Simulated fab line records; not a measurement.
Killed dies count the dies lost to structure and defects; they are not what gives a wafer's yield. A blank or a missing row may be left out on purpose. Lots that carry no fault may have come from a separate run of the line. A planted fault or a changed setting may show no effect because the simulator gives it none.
fab line records	flow n5-finfet
[record] lots = 8	wafers = 24	last-day = 18
route steps=1938 shown BEOL_M0_SAQP@689 BEOL_M0_CUTY@710 BEOL_M4@1111 PASSIVATION@1936
lots untouched by any fault: they come from a run of this same line in which no faults occurred
start-h: the number of hours between the record's first day and the start of the first shown wafer of the lot	wait-h: hours since the lot's step before	" the same as in the row above	L1.1+2: one row covering several wafers at once	- value missing, or start not given	* or withheld: withheld	< > ~ a bound
route shown NAME@n: NAME is a module with steps in the file, n the number in the route of the first one	usual: mean/standard deviation of fault-free wafers	same: alike in all rows	chamber/n: place in a boat	sites: readings site by site	_std_site: how widely they spread, as a standard deviation	_edge_site: inner sites' mean taken away from outer sites' mean	radius-mm: how far each site lies from the wafer's centre	mask NAME#n: copy n	behind: the most recent tool/chamber to have shaped the wafer	hold: why the lot went on hold/how many hours it stayed there/how the hold came to an end	device: which transistor (n, p or np) failed to switch	end of line: tests run on the same wafers once the route is complete	a step with no rows: only its recipe	killed: the dies lost at the first sort to structure and to defects; this is not the yield of the wafer	map: the dies of a wafer, with x for killed, . for not killed, _ for no die there
set.NAME: setting as actually run; set.NAME@STEP: the setting as run at that earlier step	model.NAME: the simulator's own value behind a step, which no gauge read
the route's steps for a sample of lots (tables are steps, rows are wafers)
services: the hour from which a tool's chamber was out of use, counted from the record's first day as start-h (under 0 if before that day), plus the number of hours and why
[[steps]]
[step N5_BEOL_M0_SAQP_CD_MEAS_40]
[recipe] target-cd-nm = 30	landing-energy-ev = 500	detector = se-inlens
[usual] cd-nm = 30.01/0.25
lot.wafer	tool	chamber	start-h	wait-h	cd-nm
L293.2	cd-sem-01	0	118.95	-	29.96
L293.3	"	0	"	"	29.55
L293.6	"	0	"	"	29.82
L295.2	cd-sem-02	0	131.37	-	29.80
L295.3	"	0	"	"	29.97
L295.5	"	0	"	"	29.94
L298.2	cd-sem-02	0	143.34	-	29.92
L298.3	"	0	"	"	29.79
L298.4	"	0	"	"	30.26
L304.1	cd-sem-01	0	186.70	-	30.20
L304.5	"	0	"	"	29.65
L304.6	"	0	"	"	29.52
L307.1	cd-sem-01	0	202.55	-	29.63
L307.2	"	0	"	"	29.70
L307.3	"	0	"	"	30.01
L310.2	cd-sem-03	0	222.93	-	30.31
L310.4	"	0	"	"	30.19
L310.6	"	0	"	"	30.02
L312.2	cd-sem-01	0	229.93	-	30.05
L312.3	"	0	"	"	30.13
L312.4	"	0	"	"	30.18
L315.2	cd-sem-01	0	249.04	-	30.14
L315.3	"	0	"	"	29.92
L315.5	"	0	"	"	30.09
[step N5_BEOL_M0_SAQP_ETCH_73]
[recipe] chemistry = CF4	target = SiARC	target-depth-a = 195	mask-material = CAR-EUV	time-s = 32.5	ion-energy-ev = 80	pressure-mtorr = 40	source-w = 545	bias-w = 36	Ar_flow_sccm = 100	cf4-flow-sccm = 100	ends = cleared
[usual] drypump-motor-current-A = 5.5/0.5	etch-rf-on-time-s = 32.5/0.45	oes-product-au = 0.64/0.043	rf-vpp-V = 183.7/1.2	showerhead-plenum-p-Torr = 2.11/0.074	throttle-valve-pct = 15.59/0.19
lot.wafer	tool	chamber	start-h	wait-h	drypump-motor-current-A	etch-rf-on-time-s	oes-product-au	rf-hours-counter-h	rf-vpp-V	showerhead-plenum-p-Torr	throttle-valve-pct
L293.2	rie-diel-06	2	119.12	0.0	5.0	32.1	0.66	133	184.0	2.07	15.60
L293.3	"	0	"	"	5.5	33.1	0.63	141	185.0	2.15	15.90
L293.6	"	0	"	"	5.6	33.3	0.62	-	184.8	2.15	15.89
L295.2	rie-diel-06	2	132.17	0.0	5.0	32.7	0.65	138	183.8	2.07	15.60
L295.3	"	0	"	"	5.6	33.4	0.63	145	183.6	2.15	15.90
L295.5	"	2	"	"	5.0	32.3	0.65	-	182.7	2.07	15.60
L298.2	rie-diel-02	0	143.77	0.0	5.3	32.4	0.75	36	185.0	2.27	15.21
L298.3	"	1	"	"	6.3	32.5	0.67	139	183.8	2.05	15.39
L298.4	"	2	"	"	5.1	33.0	0.64	149	182.9	2.06	15.54
L304.1	rie-diel-02	3	186.89	0.0	5.9	32.0	0.67	141	183.9	2.15	15.60
L304.5	"	3	"	"	5.8	32.1	0.67	-	183.3	2.15	15.58
L304.6	"	2	"	"	5.1	32.5	0.65	-	184.2	2.06	15.57
L307.1	rie-diel-06	0	202.72	0.0	5.5	33.5	0.61	164	183.6	2.14	15.93
L307.2	"	1	"	"	4.9	32.4	0.65	151	182.9	2.06	15.66
L307.3	"	2	"	"	5.0	32.7	0.63	161	182.9	2.06	15.64
L310.2	rie-diel-06	2	223.10	0.0	5.0	32.4	0.62	168	182.3	2.06	15.66
L310.4	"	0	"	"	5.5	33.2	0.61	170	185.7	2.14	15.94
L310.6	"	0	"	"	5.5	33.3	0.61	-	184.2	2.14	15.93
L312.2	rie-diel-01	0	230.10	0.0	5.4	32.0	0.66	123	182.9	1.99	15.42
L312.3	"	2	"	"	6.3	32.8	0.61	173	184.7	2.13	15.51
L312.4	"	3	"	"	5.7	32.5	0.58	250	184.2	2.12	15.77
L315.2	rie-diel-02	0	249.22	0.0	5.3	32.6	0.72	67	186.9	2.26	15.29
L315.3	"	2	"	"	5.0	32.8	0.63	180	183.7	2.05	15.61
L315.5	"	0	"	"	5.3	32.3	0.73	-	186.0	2.26	15.29
[step N5_BEOL_M0_SAQP_CUT_ETCH_46]
[recipe] chemistry = N2/H2	target = SOC	target-depth-a = 1350	overetch-a = 270	temp-c = 40	time-s = 202.5	ion-energy-ev = 200	mask-material = SiARC	pressure-mtorr = 30	source-w = 840	bias-w = 150	n2-flow-sccm = 200	h2-flow-sccm = 200
[usual] drypump-motor-current-A = 5.5/0.5	rf-vpp-V = 522.8/2.8	showerhead-plenum-p-Torr = 2.50/0.093	throttle-valve-pct = 17.80/0.19
lot.wafer	tool	chamber	start-h	wait-h	drypump-motor-current-A	rf-hours-counter-h	rf-vpp-V	showerhead-plenum-p-Torr	throttle-valve-pct
L293.2	rie-diel-06	2	119.16	0.0	5.0	133	520.9	2.45	17.73
L293.3	"	0	"	"	5.5	141	524.7	2.55	18.18
L293.6	"	0	"	"	5.5	-	524.4	2.55	18.19
L295.2	rie-diel-06	2	132.20	0.0	5.0	138	521.1	2.44	17.73
L295.3	"	0	"	"	5.5	145	525.9	2.55	18.20
L295.5	"	2	"	"	5.0	-	521.1	2.44	17.78
L298.2	rie-diel-02	0	143.80	0.0	5.3	36	528.1	2.70	17.51
L298.3	"	1	"	"	6.3	139	522.1	2.45	17.67
L298.4	"	2	"	"	5.1	149	520.0	2.44	17.75
L304.1	rie-diel-02	3	186.92	0.0	5.9	141	523.7	2.54	17.70
L304.5	"	3	"	"	5.9	-	524.0	2.54	17.70
L304.6	"	2	"	"	5.1	-	521.6	2.43	17.76
L307.1	rie-diel-06	0	202.75	0.0	5.5	164	523.6	2.54	18.24
L307.2	"	1	"	"	4.9	151	522.1	2.44	17.79
L307.3	"	2	"	"	5.0	161	518.6	2.43	17.79
L310.2	rie-diel-06	2	223.13	0.0	5.0	168	519.9	2.43	17.80
L310.4	"	0	"	"	5.5	170	522.0	2.54	18.23
L310.6	"	0	"	"	5.5	-	523.4	2.54	18.24
L312.2	rie-diel-01	0	230.14	0.0	5.4	123	519.1	2.34	17.64
L312.3	"	2	"	"	6.3	173	524.2	2.53	17.66
L312.4	"	3	"	"	5.8	250	522.4	2.51	18.05
L315.2	rie-diel-02	0	249.25	0.0	5.2	67	527.1	2.69	17.57
L315.3	"	2	"	"	5.1	180	520.9	2.42	17.78
L315.5	"	0	"	"	5.3	-	527.7	2.69	17.57
[step N5_BEOL_M0_CUTY_INSPECT_59]
[recipe] mode = adi	inspect-instrument = macro
[usual] raw-defect-count = 2.1/1.5
lot.wafer	tool	chamber	start-h	wait-h	raw-defect-count
L293.2	defect-inspect-01	-	120.44	0.0	2
L293.3	"	-	"	"	2
L293.6	"	-	"	"	0
L295.2	defect-inspect-02	-	133.47	0.0	3
L295.3	"	-	"	"	1
L295.5	"	-	"	"	2
L298.2	defect-inspect-02	-	145.07	0.0	3
L298.3	"	-	"	"	3
L298.4	"	-	"	"	3
L304.1	defect-inspect-01	-	188.72	0.0	1
L304.5	"	-	"	"	1
L304.6	"	-	"	"	0
L307.1	defect-inspect-01	-	204.02	0.0	>300
L307.2	"	-	"	"	>300
L307.3	"	-	"	"	>300
L310.2	defect-inspect-01	-	224.33	0.0	>300
L310.4	"	-	"	"	>300
L310.6	"	-	"	"	>300
L312.2	defect-inspect-01	-	231.43	0.0	2
L312.3	"	-	"	"	4
L312.4	"	-	"	"	5
L315.2	defect-inspect-01	-	250.64	0.0	2
L315.3	"	-	"	"	1
L315.5	"	-	"	"	0
[step N5_BEOL_M0_CUTY_DESCUM_61]
[recipe] chemistry = O2	time-s = 7.9	source-power-w = 50	bias-power-w = 20	pressure-mtorr = 20	rf-frequency-hz = 2.712e+07	temp-c = 40	resist = CAR-ArF-block	o2-flow-sccm = 225
[usual] drypump-motor-current-A = 6.0/0.37	oes-product-au = 0.79/0.095	rf-vpp-V = 243.0/1.2	showerhead-plenum-p-Torr = 2.08/0.056	throttle-valve-pct = 20.45/0.29
lot.wafer	tool	chamber	start-h	wait-h	drypump-motor-current-A	oes-product-au	rf-hours-counter-h	rf-vpp-V	showerhead-plenum-p-Torr	throttle-valve-pct
L293.2	rie-diel-04	0	121.04	0.6	5.4	0.68	230	244.3	2.16	20.46
L293.3	"	1	"	"	6.0	0.72	161	241.3	2.09	20.41
L293.6	"	3	"	"	6.3	0.67	-	241.2	1.99	20.88
L295.2	rie-diel-05	1	133.51	0.0	6.2	0.69	235	242.4	2.07	20.80
L295.3	"	3	"	"	6.2	0.72	193	244.2	2.16	20.77
L295.5	"	0	"	"	6.0	0.86	-	241.5	2.04	20.10
L298.2	rie-diel-03	0	145.16	0.1	5.7	0.87	53	242.0	2.12	20.60
L298.3	"	3	"	"	6.3	0.83	95	243.8	2.11	20.28
L298.4	"	3	"	"	6.3	0.82	-	242.9	2.11	20.26
L304.1	rie-diel-03	3	188.75	0.0	6.3	0.81	111	244.9	2.11	20.31
L304.5	"	3	"	"	6.3	0.81	-	242.8	2.11	20.32
L304.6	"	0	"	"	5.7	0.84	-	242.4	2.12	20.64
L307.1	rie-diel-05	1	204.06	0.0	6.2	0.95	2	243.6	2.06	20.47
L307.2	"	2	"	"	6.3	0.79	91	242.4	2.03	20.17
L307.3	"	0	"	"	6.1	0.83	81	243.0	2.03	20.16
L310.2	rie-diel-05	1	224.39	0.1	6.2	0.90	10	242.3	2.06	20.47
L310.4	"	3	"	"	6.2	0.69	225	242.8	2.15	20.81
L310.6	"	3	"	"	6.2	0.69	-	243.8	2.15	20.80
L312.2	rie-diel-05	2	231.47	0.0	6.3	0.79	101	242.5	2.02	20.19
L312.3	"	0	"	"	6.1	0.82	92	241.9	2.02	20.16
L312.4	"	3	"	"	6.2	0.70	227	244.0	2.15	20.81
L315.2	rie-diel-03	0	250.95	0.3	5.7	0.83	95	242.8	2.11	20.68
L315.3	"	1	"	"	6.5	0.88	37	243.0	2.04	20.63
L315.5	"	1	"	"	6.5	0.88	-	241.6	2.04	20.61
[step N5_BEOL_M4_RC_MEAS_101]
[usual] DIBL_N = 36.5/1.4	DIBL_P = 36.9/1.7	IOFF_N = 0.163/0.023	IOFF_P = 0.22/0.032	ION_N = 673/9	ION_P = 462/7.5	SS_N = 71.6/0.54	SS_P = 73.4/0.62	VT_N = 249.8/2.8	VT_P = -250/3.5
lot.wafer	tool	chamber	start-h	wait-h	DIBL_N[mV/V]	DIBL_P[mV/V]	IOFF_N[nA/um]	IOFF_P[nA/um]	ION_N[uA/um]	ION_P[uA/um]	SS_N[mV/dec]	SS_P[mV/dec]	VT_N[mV]	VT_P[mV]
L293.2	prober-01	0	167.30	0.2	35.0	35.9	0.143	0.21	657	457	71.2	73.6	253.3	-248
L293.3	"	0	"	"	37.3	38.7	0.184	0.26	680	468	71.9	74.2	247.2	-245
L293.6	"	0	"	"	36.1	37.2	0.163	0.23	663	460	72.0	73.8	250.5	-249
L295.2	prober-01	0	186.04	0.2	36.1	37.5	0.159	0.23	674	469	71.1	73.0	248.9	-247
L295.3	"	0	"	"	37.7	39.1	0.190	0.27	678	469	71.6	73.6	249.7	-248
L295.5	"	0	"	"	35.5	36.7	0.152	0.22	677	471	71.4	73.6	253.0	-252
L298.2	prober-01	0	197.64	0.2	35.7	35.3	0.135	0.19	663	459	71.3	73.8	253.6	-253
L298.3	"	0	"	"	37.9	38.6	0.182	0.24	680	464	71.5	74.6	247.2	-248
L298.4	"	0	"	"	37.6	37.6	0.172	0.22	689	470	71.0	74.1	249.3	-251
L304.1	prober-02	0	245.61	0.0	37.6	38.3	0.190	0.26	675	466	71.9	73.5	247.7	-248
L304.5	"	0	"	"	35.4	34.8	0.134	0.19	655	447	70.7	72.7	255.9	-253
L304.6	"	0	"	"	36.4	36.9	0.165	0.23	686	467	71.2	73.6	248.5	-251
L307.1	prober-01	0	250.54	0.0	37.3	38.5	0.196	0.24	682	462	71.8	74.2	245.1	-249
L307.2	"	0	"	"	38.3	39.0	0.204	0.25	694	464	71.9	74.2	244.8	-248
L307.3	"	0	"	"	36.1	36.6	0.161	0.22	687	469	70.9	74.0	248.7	-249
L310.2	prober-01	0	280.63	0.2	37.0	38.6	0.158	0.21	673	466	71.4	73.5	249.6	-250
L310.4	"	0	"	"	38.6	40.0	0.175	0.22	676	457	72.2	73.9	251.9	-253
L310.6	"	0	"	"	38.9	39.9	0.186	0.23	676	459	72.4	74.1	250.7	-251
L312.2	prober-02	0	282.28	0.2	37.8	39.6	0.191	0.22	679	457	71.9	74.2	247.5	-252
L312.3	"	0	"	"	35.1	36.1	0.142	0.17	671	448	71.0	73.7	251.1	-258
L312.4	"	0	"	"	34.4	35.9	0.128	0.17	656	454	70.8	73.8	255.7	-254
L315.2	prober-02	0	303.82	0.2	37.3	36.0	0.184	0.25	675	464	71.8	73.7	246.7	-246
L315.3	"	0	"	"	38.3	37.0	0.213	0.29	673	460	71.7	74.9	245.4	-246
L315.5	"	0	"	"	37.7	35.6	0.183	0.25	673	462	72.7	74.1	249.9	-247
[step N5_PASSIVATION_PROBE_49]
[usual] defect-limited-yield = 91.2/1.4	killed_at_M0_to_M3 = 35/11	killed_at_M4_up = 12/4.2	killed-at-contacts = 13/5.6	killed-at-front-end = 40/12	killed-at-other = 3.3/2.6	killed-dies = 103/17	killed-open = 68/12	killed-short = 34/7.6	sort_bin_5_function = 5.1/0.95	sort_bin_6_memory = 3.3/0.68	sort-n-pass = 1077/17	sort-yield-pct = 91.2/1.4
[same] gross-dies = 1180	killed-at-back-side = 0	sort_bin_4_leakage[%] = 0	sort_bin_8_speed[%] = 0
lot.wafer	tool	chamber	start-h	wait-h	defect-limited-yield[%]	killed_at_M0_to_M3	killed_at_M4_up	killed-at-contacts	killed-at-front-end	killed-at-other	killed-dies	killed-open	killed-short	sort_bin_5_function[%]	sort_bin_6_memory[%]	sort-n-pass	sort-yield-pct[%]
L307.1	prober-01	-	349.13	0.0	85.8	123	5	9	23	7	167	53	14	8.7	3.0	1013	85.8
L307.2	prober-01	-	349.18	0.1	88.4	65	11	15	41	5	137	63	35	5.9	3.5	1043	88.4
L307.3	prober-01	-	349.23	0.1	81.0	169	8	10	36	1	224	52	19	13.0	3.1	956	81.0
L310.2	prober-01	-	379.30	0.1	80.3	164	12	8	49	0	233	67	23	12.7	3.6	947	80.3
L310.4	prober-01	-	379.40	0.2	85.8	113	13	13	26	2	167	50	15	8.9	3.0	1013	85.8
L310.6	prober-01	-	379.50	0.3	83.8	127	15	11	31	7	191	62	24	9.6	3.9	989	83.8
// killed by level:class
L307.1 BEOL_M0_SAQP:unspecified=100 STI_FIN_REVEAL:geometric-particle:open=9 BEOL_M1:geometric-particle:open=8 MOL_CONTACT_COAG:geometric-particle:open=6 BEOL_M2:geometric-particle:open=5 BEOL_M0_SAQP:geometric-particle:short=4 MIM_TOP_ETCH:geometric-particle:open=4 BEOL_M3:geometric-particle:open=4
L307.2 BEOL_M0_SAQP:unspecified=38 MOL_CONTACT_COAG:geometric-particle:open=14 STI_FIN_REVEAL:geometric-particle:open=13 BEOL_M0_SAQP:geometric-particle:short=9 FIN_SAQP:geometric-particle:open=7 FIN_SAQP:geometric-particle:short=5 BEOL_M4:geometric-particle:open=5 BEOL_M0_SAQP:geometric-particle:open=4
L307.3 BEOL_M0_SAQP:unspecified=151 FIN_SAQP:geometric-particle:short=9 MOL_CONTACT_COAG:geometric-particle:open=9 FIN_SAQP:geometric-particle:open=8 BEOL_M3:geometric-particle:open=7 GATE_CUT:geometric-particle:open=6 BEOL_M0_SAQP:geometric-particle:open=6 BEOL_M4:geometric-particle:open=3
L310.2 BEOL_M0_SAQP:unspecified=142 STI_FIN_REVEAL:geometric-particle:open=26 MOL_CONTACT_COAG:geometric-particle:open=7 BEOL_M2:geometric-particle:open=6 BEOL_M4:geometric-particle:short=6 FIN_SAQP:geometric-particle:open=5 STI_FIN_REVEAL:geometric-particle:short=5 BEOL_M0_SAQP:geometric-particle:open=5
L310.4 BEOL_M0_SAQP:unspecified=102 MOL_CONTACT_COAG:geometric-particle:open=12 DUMMY_GATE:geometric-particle:open=8 FIN_SAQP:geometric-particle:open=6 STI_FIN_REVEAL:geometric-particle:open=5 BEOL_M11:geometric-particle:open=4 BEOL_M0_SAQP:geometric-particle:short=3 BEOL_M0:geometric-particle:open=3
L310.6 BEOL_M0_SAQP:unspecified=105 STI_FIN_REVEAL:geometric-particle:open=10 MOL_CONTACT_COAG:geometric-particle:open=9 FIN_SAQP:geometric-particle:open=8 BEOL_M2:geometric-particle:open=6 BEOL_M7:geometric-particle:open=5 FIN_SAQP:geometric-particle:short=3 DUMMY_GATE:geometric-particle:open=3
[[services]]
tool	chamber	start-h	hours	kind
rie-diel-02	0	100.79	3.5	repair
rie-diel-02	0	104.59	9.6	repair
rie-diel-03	1	123.06	-	clean
rie-diel-03	1	123.06	-	consumable-replace:focus-ring
rie-diel-03	1	123.06	22.2	scheduled-down
rie-diel-03	1	123.06	22.2	vent-cycle
rie-diel-02	3	125.78	8.9	repair
rie-diel-04	0	154.52	2.4	repair
rie-diel-04	0	161.59	5.3	repair
rie-diel-06	0	161.86	8.2	repair
rie-diel-03	1	165.50	5.0	repair
rie-diel-05	1	177.38	-	clean
rie-diel-05	1	177.38	-	consumable-replace:focus-ring
rie-diel-05	1	177.38	21.6	scheduled-down
rie-diel-05	1	177.38	21.6	vent-cycle
rie-diel-05	3	202.56	13.1	repair
rie-diel-01	2	235.65	2.4	repair
rie-diel-01	3	236.99	5.4	repair
rie-diel-03	2	245.19	-	clean
rie-diel-06	3	247.21	-	clean
rie-diel-06	3	247.21	-	consumable-replace:focus-ring
rie-diel-06	3	247.21	-	consumable-replace:showerhead
rie-diel-06	3	247.21	23.3	scheduled-down
rie-diel-06	3	247.21	23.3	vent-cycle
[[key]]
[first-sign] step = N5_BEOL_M0_CUTY_INSPECT_59	reading = raw-defect-count	direction = up	sigmas = 99+	usual = 2.1	struck = >300
[effect] step = N5_PASSIVATION_PROBE_49	reading = killed_at_M0_to_M3	direction = up	sigmas = 8.3	usual = 35	struck = 127
[more-kills-born-at] N5_BEOL_M0_SAQP_ETCH_73@rie-diel-06 = 638
met-at N5_BEOL_M0_SAQP_ETCH_73
struck-lots L307,L310
not-acting-at N5_BEOL_M0_SAQP_CD_MEAS_40,N5_BEOL_M0_SAQP_CUT_ETCH_46,N5_BEOL_M0_CUTY_DESCUM_61
onset-between 132.17 202.72
[fault] kind = chamber-particle-source	tool = rie-diel-06	chamber = -	onset-h = 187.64	steps = N5_BEOL_M0_SAQP_ETCH_73	rate-per-visit-cm2 = 1.362	end-h = 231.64
